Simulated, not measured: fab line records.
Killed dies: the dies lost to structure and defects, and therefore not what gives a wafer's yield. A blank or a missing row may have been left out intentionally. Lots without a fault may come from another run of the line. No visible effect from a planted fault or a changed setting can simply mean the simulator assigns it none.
Comparing a struck lot with a sound one :: flow nand harc :: 13 out of 1302 route steps
Sound: these wafers, L755.1, L755.3, L755.5. The struck wafers were L773.3, L773.6. At the end, the cause is stated.
For every step that has rows: the tool of each side, followed by ch and its chambers, followed by its first start. Under that, the readings that differ: sound wafers :: struck wafers :: difference of the means :: sigmas: that difference in standard deviations of wafers without a fault.
alike: readings whose means differ by less than 2 such deviations, and words and numbers that are the same on both sides. not compared: withheld readings, readings that some wafer has no value for, bounds like >300 that may hide the same value, and numbers for which the record gives no deviation and whose values overlap.
Wherever a step has rows on one side only, a row that says differs or no value, or a row with sigmas, the two part there. Numbers that don't overlap but have no deviation are shown without sigmas and don't part them. A reading missing from all wafers of one side parts the sides only when that side holds two or more wafers.

first, 1 step without rows for these wafers: NHARC_A_ONON_D1_DEP_03 (target thk 1000 nm).
NHARC_A_ONON_D1_THK_MEAS_05: measures by ellipsometry.
  sound: film metro-02 at day 7 22:25; struck: film metro-02 at day 15 22:11
  alike: thk nm
following that, 1 step holds no rows for these wafers, namely NHARC_A_ONON_D1_DEP_06 (target thickness 1000 nm).
NHARC_A_ONON_D1_THK_MEAS_08: measures by ellipsometry.
  sound: film metro-01 at day 7 22:58; struck: film metro-01 at day 15 22:44
  alike: thk nm
following that, 1 step holds no rows for these wafers, namely NHARC_A_ONON_D1_DEP_09 (target thickness 1000 nm).
NHARC_A_ONON_D1_THK_MEAS_11: measures by ellipsometry.
  sound: film metro-02 at day 7 23:32; struck: film metro-02 at day 15 23:18
  alike: thk nm
following that, 1 step holds no rows for these wafers, namely NHARC_A_ONON_D1_DEP_12 (target thickness 1000 nm).
NHARC_A_ONON_D1_THK_MEAS_14: measures by ellipsometry.
  sound: film metro-01 at day 8 00:07; struck: film metro-01 at day 15 23:52
  alike: thk nm
then, 2 steps without rows for these wafers: NHARC_A_ONON_D1_ANNEAL_15 (time 3600 s); NHARC_A_ONON_D1_DEP_16 (target thk 1000 nm).
NHARC_A_ONON_D1_THK_MEAS_18: measures by ellipsometry.
  sound: film metro-02 at day 8 07:55; struck: film metro-01 at day 16 09:05
  alike: thk nm
NHARC_A_ONON_D1_DEP_19: target thk 1000 nm.
  sound on pecvd onon-02 ch 0, day 8 07:59; struck on pecvd onon-04 ch 0, day 16 09:15
  alike: n2o flow sccm
NHARC_A_ONON_D1_THK_MEAS_21: measures by ellipsometry.
  sound: film metro-02 at day 8 08:29; struck: film metro-01 at day 16 09:49
reading: thk nm (nm)
sound: 999 1000 1001
struck: 1576 1577
difference: +576
sigmas: +61
  not compared: hold

== WHERE THEY PART ==
Only at NHARC_A_ONON_D1_THK_MEAS_21, within this record.

WHY: whatever the simulator had introduced
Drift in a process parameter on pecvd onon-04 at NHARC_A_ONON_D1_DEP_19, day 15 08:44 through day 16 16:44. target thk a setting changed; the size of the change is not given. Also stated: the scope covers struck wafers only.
